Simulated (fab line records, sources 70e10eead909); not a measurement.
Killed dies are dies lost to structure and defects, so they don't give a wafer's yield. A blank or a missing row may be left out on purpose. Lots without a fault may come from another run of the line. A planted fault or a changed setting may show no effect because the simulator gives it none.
One fault seen from 2 desks | flow nand_harc | each desk has only its own numbers; what lay behind them comes last

THE DEFECT DESK
What the inspections along the route counted, lot by lot: means of the sampled wafers that have a number. A lot is out of limits, marked OUT, if its mean lies more than 4 standard deviations from the usual mean; the brackets give that distance.
Columns: A = raw_defect_count at NHARC_A_BLC_INSPECT_28, usual 426
lot  | first seen here | A
L733 | day 22 20:10    | 386
L730 | day 23 07:14    | 451
L732 | day 23 07:28    | 346
L731 | day 23 07:55    | 476
L738 | day 23 08:49    | 367
L736 | day 23 16:00    | 352
L737 | day 23 20:28    | 362
L739 | day 23 21:58    | 486
L751 | day 25 09:05    | 322
L750 | day 25 10:37    | 347
L742 | day 26 00:53    | 547
L753 | day 26 11:16    | 367
This desk's finding: nothing out of limits on any of the 12 lots.

THE TOOL OWNER'S DESK: litho_track-06
The tool's own readings at NHARC_A_M1_SOFTBAKE_04 (time 55 s): means of the sampled wafers that have a number, for each lot that ran on this tool. A lot is out of limits, marked OUT, if its mean lies more than 4 standard deviations from the usual mean; the brackets give that distance.
Columns: A = heater_power_total_W at NHARC_A_M1_SOFTBAKE_04, usual 188.45 W
lot  | first seen here | A
L733 | day 23 00:00    | 188.44
L731 | day 23 12:00    | 188.35
L738 | day 23 13:00    | 188.38
L736 | day 23 20:00    | 190.13 (+12) OUT
L739 | day 24 02:00    | 189.93 (+11) OUT
This desk's finding: out of limits on L736, L739; first on L736, day 23 20:00 (heater_power_total_W at NHARC_A_M1_SOFTBAKE_04). In limits: L733, L731, L738.

PUT TOGETHER
The tool owner's desk could have raised an alarm at day 23 20:00, on L736, L739.
The defect desk saw nothing out of limits.
The defect desk has L736, L739 on record, within its limits.
Of the lots named, all ran NHARC_A_M1_SOFTBAKE_04 on litho_track-06.

WHAT THE SIMULATOR HAD PUT IN
Process parameter drift: litho_track-06, from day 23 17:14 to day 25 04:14, at NHARC_A_M1_SOFTBAKE_04. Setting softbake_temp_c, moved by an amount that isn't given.
Lots struck among those shown: L736, L739.
Hours from the fault's start to each desk's first reading out of limits: the tool owner's desk, 3.
